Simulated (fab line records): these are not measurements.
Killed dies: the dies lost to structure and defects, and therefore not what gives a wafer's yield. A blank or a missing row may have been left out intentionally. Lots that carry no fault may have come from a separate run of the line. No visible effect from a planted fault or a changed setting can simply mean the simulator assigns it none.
Split-lot trial / flow n5 finfet / 21 wafers read from 7 lots, route of 1938 steps

ON THE SPLIT
At N5_BEOL_M4_HM_DEP_02 (deposits TiN, target thk 20 nm), the setting target thk a was moved away from the recipe's 200 angstrom on 7 of the 21 wafers read, by -8.6% to -5.5%. For the rest of the wafers, this setting stayed at what the recipe calls for.

FROM THE SPLIT TO THE READING: what the file shows between them, 10 steps
- N5_BEOL_M4_COAT_62: time 60 s, resist thk 12 nm (also split here: spin rpm)
- N5_BEOL_M4_COAT_73: time 60 s, resist thk 5 nm
- N5_BEOL_M4_COAT_05: resist thk 30 nm
- N5_BEOL_M4_DESCUM_16: chemistry O2, time 7 s
- N5_BEOL_M4_ETCH_74: etches underlayer in N2/H2, target depth 6.5 nm, time 5.2 s
- N5_BEOL_M4_ETCH_63: etches SiARC in CF4, target depth 15.6 nm, time 26 s
- N5_BEOL_M4_ETCH_64: etches SOC in N2/H2, target depth 75 nm, overetch 22.5 nm, time 121.9 s
- N5_BEOL_M4_STRIP_65: strips in N2/H2
- N5_BEOL_M4_STRIP_75: strips in N2/H2
- N5_BEOL_M4_STRIP_66: strips in CF4

THE READING
etch.depth nm (the simulator's own value, which no gauge read), in nm, at N5_BEOL_M4_HM_OPEN_17 (chemistry Cl2/BCl3, target TiN, target depth 20 nm, overetch 6 nm). There is no usual value for it anywhere in the file. The 14 wafers here that ran the recipe average 19.98 nm, standard deviation 0.21 nm.

wafer=L074.3; tool, chamber at the split=pvd sputter-03, -; target thk a as run, angstrom=200; against the recipe=recipe; etch.depth nm, nm=19.86; against lot-mates on the recipe=-
wafer=L074.4; tool, chamber at the split=pvd sputter-03, -; target thk a as run, angstrom=186.9; against the recipe=-6.6%; etch.depth nm, nm=18.76; against lot-mates on the recipe=-1.10
wafer=L074.5; tool, chamber at the split=pvd sputter-03, -; target thk a as run, angstrom=186.9; against the recipe=-6.6%; etch.depth nm, nm=18.74; against lot-mates on the recipe=-1.12
wafer=L080.1; tool, chamber at the split=pvd sputter-03, -; target thk a as run, angstrom=188.9; against the recipe=-5.5%; etch.depth nm, nm=18.76; against lot-mates on the recipe=-1.16
wafer=L080.2; tool, chamber at the split=pvd sputter-03, -; target thk a as run, angstrom=188.9; against the recipe=-5.5%; etch.depth nm, nm=18.62; against lot-mates on the recipe=-1.30
wafer=L080.3; tool, chamber at the split=pvd sputter-03, -; target thk a as run, angstrom=200; against the recipe=recipe; etch.depth nm, nm=19.92; against lot-mates on the recipe=-
wafer=L083.1; tool, chamber at the split=pvd sputter-02, -; target thk a as run, angstrom=200; against the recipe=recipe; etch.depth nm, nm=20.29; against lot-mates on the recipe=-
wafer=L083.4; tool, chamber at the split=pvd sputter-02, -; target thk a as run, angstrom=200; against the recipe=recipe; etch.depth nm, nm=20.25; against lot-mates on the recipe=-
wafer=L083.6; tool, chamber at the split=pvd sputter-02, -; target thk a as run, angstrom=200; against the recipe=recipe; etch.depth nm, nm=20.18; against lot-mates on the recipe=-
wafer=L087.2; tool, chamber at the split=pvd sputter-02, -; target thk a as run, angstrom=200; against the recipe=recipe; etch.depth nm, nm=19.85; against lot-mates on the recipe=-
wafer=L087.4; tool, chamber at the split=pvd sputter-02, -; target thk a as run, angstrom=200; against the recipe=recipe; etch.depth nm, nm=20.01; against lot-mates on the recipe=-
wafer=L087.6; tool, chamber at the split=pvd sputter-02, -; target thk a as run, angstrom=200; against the recipe=recipe; etch.depth nm, nm=19.94; against lot-mates on the recipe=-
wafer=L090.3; tool, chamber at the split=pvd sputter-03, -; target thk a as run, angstrom=200; against the recipe=recipe; etch.depth nm, nm=19.85; against lot-mates on the recipe=-
wafer=L090.4; tool, chamber at the split=pvd sputter-03, -; target thk a as run, angstrom=182.9; against the recipe=-8.6%; etch.depth nm, nm=17.97; against lot-mates on the recipe=-1.72
wafer=L090.6; tool, chamber at the split=pvd sputter-03, -; target thk a as run, angstrom=200; against the recipe=recipe; etch.depth nm, nm=19.53; against lot-mates on the recipe=-
wafer=L091.1; tool, chamber at the split=pvd sputter-01, -; target thk a as run, angstrom=200; against the recipe=recipe; etch.depth nm, nm=20.26; against lot-mates on the recipe=-
wafer=L091.5; tool, chamber at the split=pvd sputter-01, -; target thk a as run, angstrom=185.2; against the recipe=-7.4%; etch.depth nm, nm=18.72; against lot-mates on the recipe=-1.54
wafer=L091.6; tool, chamber at the split=pvd sputter-01, -; target thk a as run, angstrom=185.2; against the recipe=-7.4%; etch.depth nm, nm=18.61; against lot-mates on the recipe=-1.65
wafer=L094.1; tool, chamber at the split=pvd sputter-01, -; target thk a as run, angstrom=200; against the recipe=recipe; etch.depth nm, nm=20.05; against lot-mates on the recipe=-
wafer=L094.3; tool, chamber at the split=pvd sputter-01, -; target thk a as run, angstrom=200; against the recipe=recipe; etch.depth nm, nm=19.76; against lot-mates on the recipe=-
wafer=L094.4; tool, chamber at the split=pvd sputter-01, -; target thk a as run, angstrom=200; against the recipe=recipe; etch.depth nm, nm=19.95; against lot-mates on the recipe=-

FIT RESULTS
A straight line over all 21 wafers: etch.depth nm changes by +0.203 nm for each +1% of target thk a; r = +0.96; the points scatter about the line by 0.21 nm.
The same after taking each lot's own level away (the mean of its wafers on the recipe; 21 wafers): +0.201 nm for each +1%; r = +0.99; scatter 0.12 nm.
The reading moves by 1.7 nm for the largest change in target thk a, on that fit.
The lots' own levels span 19.690 to 20.260 nm, that is 2.8 times the standard deviation above.
The two slopes are in agreement: the lot-to-lot level therefore moves the slope only a little.
Check: -1.72 nm against its lot-mates is what the line predicts for one of the wafers moved furthest among these (-8.6%) when that wafer is left out of the fit. Against them it came out at -1.72 nm.

THESE WAFERS: OTHER SPLITS
Before the reading, these wafers also passed through other splits. Each is held against what the fit with the lots' levels taken away leaves over:
other split on the same wafers=N5_BEOL_M2_EXPOSE_08 dose mj; wafers away from the commonest value=8; r with etch.depth nm (lot level and that fit taken away)=+0.00
other split on the same wafers=N5_BEOL_M4_COAT_62 spin rpm; wafers away from the commonest value=6; r with etch.depth nm (lot level and that fit taken away)=+0.00

THE WHOLE CHAIN: every reading that the file lists as answering this split, in the file's order
step=N5_BEOL_M4_HM_DEP_02; what it does=deposits TiN, target thk 20 nm; reading=TiN_of_BEOL_M4_HM_DEP_02.thk nm (the simulator's own value, which no gauge read); change (the file's fit)=+0.195 nm for each +1% of the setting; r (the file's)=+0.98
step=N5_BEOL_M4_HM_OPEN_17; what it does=chemistry Cl2/BCl3, target TiN, target depth 20 nm, overetch 6 nm; reading=etch.depth nm (the simulator's own value, which no gauge read); change (the file's fit)=+0.201 nm for each +1% of the setting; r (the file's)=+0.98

FILE'S OWN FIT
etch.depth nm changes by +0.201 nm for each +1% of target thk a, r = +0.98.
